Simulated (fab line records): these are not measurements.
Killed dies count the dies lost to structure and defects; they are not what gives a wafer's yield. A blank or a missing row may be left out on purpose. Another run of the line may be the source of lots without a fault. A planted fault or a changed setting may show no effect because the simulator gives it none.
Shared-tool check | flow n5_finfet | Sample size 10 lots and 30 wafers

## REASON FOR OPENING
Of 10 lots, 2 have the reading RS_NWELL flagged at N5_BEOL_M4_RC_MEAS_101. Fault-free wafers read 1036 ohm/sq, with a standard deviation of 6.3.
Rule: a lot is flagged when every wafer of it that has a number lies more than 4 standard deviations from that mean, or none has a number. The rest of the lots are taken to be sound.

lot  | measured     | on        | RS_NWELL (ohm/sq), wafer by wafer | flag
L686 | day 7 17:38  | prober-01 | 1027 1033 1027                    |
L687 | day 8 04:54  | prober-01 | 1037 1032 1041                    |
L691 | day 9 14:31  | prober-01 | 1032 1048 1036                    |
L693 | day 9 16:41  | prober-01 | 1041 1037 1031                    |
L696 | day 10 14:10 | prober-02 | 826 823 820                       | FLAGGED
L700 | day 11 14:25 | prober-01 | 823 824 820                       | FLAGGED
L707 | day 13 03:45 | prober-02 | 1029 1032 1038                    |
L706 | day 13 21:21 | prober-02 | 1033 1035 1044                    |
L708 | day 13 21:41 | prober-01 | 1032 1031 1030                    |
L709 | day 14 04:16 | prober-02 | 1042 1047 1037                    |
On average the flagged lots' numbers are 823 ohm/sq, which is -213 ohm/sq against the usual, or -34 standard deviations.

## LOT BY LOT: THE TOOL USED
The record holds 1 process step before the reading, out of a route of 1938 steps. Read each cell as the tool, then ch plus the chambers that the sampled wafers visited, then the start.
lot  | flag    | N5_WELL_APT_IMPLANT_14
L686 |         | implanter-02 ch 0, day 1 14:06
L687 |         | implanter-02 ch 0, day 1 20:07
L691 |         | implanter-01 ch 0, day 2 20:29
L693 |         | implanter-01 ch 0, day 3 07:59
L696 | FLAGGED | implanter-02 ch 0, day 4 01:53
L700 | FLAGGED | implanter-02 ch 0, day 5 02:11
L707 |         | implanter-01 ch 0, day 6 19:47
L706 |         | implanter-01 ch 0, day 6 14:20
L708 |         | implanter-01 ch 0, day 7 02:05
L709 |         | implanter-02 ch 0, day 7 07:44
What the steps here do:
- N5_WELL_APT_IMPLANT_14
- N5_BEOL_M4_RC_MEAS_101

## FLAGGED OVER TOTAL, TOOL BY TOOL (the gauges that took the reading come last)
step                   | tool         | lots run | flagged | share of the flagged lots | sound lots run after its first flagged lot
N5_WELL_APT_IMPLANT_14 | implanter-01 | 5        | 0       | none                      | -
N5_WELL_APT_IMPLANT_14 | implanter-02 | 5        | 2       | all                       | 1 (L709)
N5_BEOL_M4_RC_MEAS_101 | prober-01    | 6        | 1       | some                      | 1 (L708)
N5_BEOL_M4_RC_MEAS_101 | prober-02    | 4        | 1       | some                      | 3 (L707,L706,L709)

## THE TABLE: WHAT IT ALLOWS
Rows of the table that ran each flagged lot: 1, that is implanter-02 at N5_WELL_APT_IMPLANT_14.
- implanter-02 at N5_WELL_APT_IMPLANT_14: 2 of its 5 lots flagged. Sound lots followed the first flagged one (L709) on it, something a lasting fault affecting the whole tool could not allow. Its own readings lie more than 4 standard deviations out on every wafer of the flagged lots: dose_ions_cm2, faraday_current_uA.
Every row of the table either missed a flagged lot or ran a sound lot after the first.

## WHAT THE SIMULATOR PUT IN
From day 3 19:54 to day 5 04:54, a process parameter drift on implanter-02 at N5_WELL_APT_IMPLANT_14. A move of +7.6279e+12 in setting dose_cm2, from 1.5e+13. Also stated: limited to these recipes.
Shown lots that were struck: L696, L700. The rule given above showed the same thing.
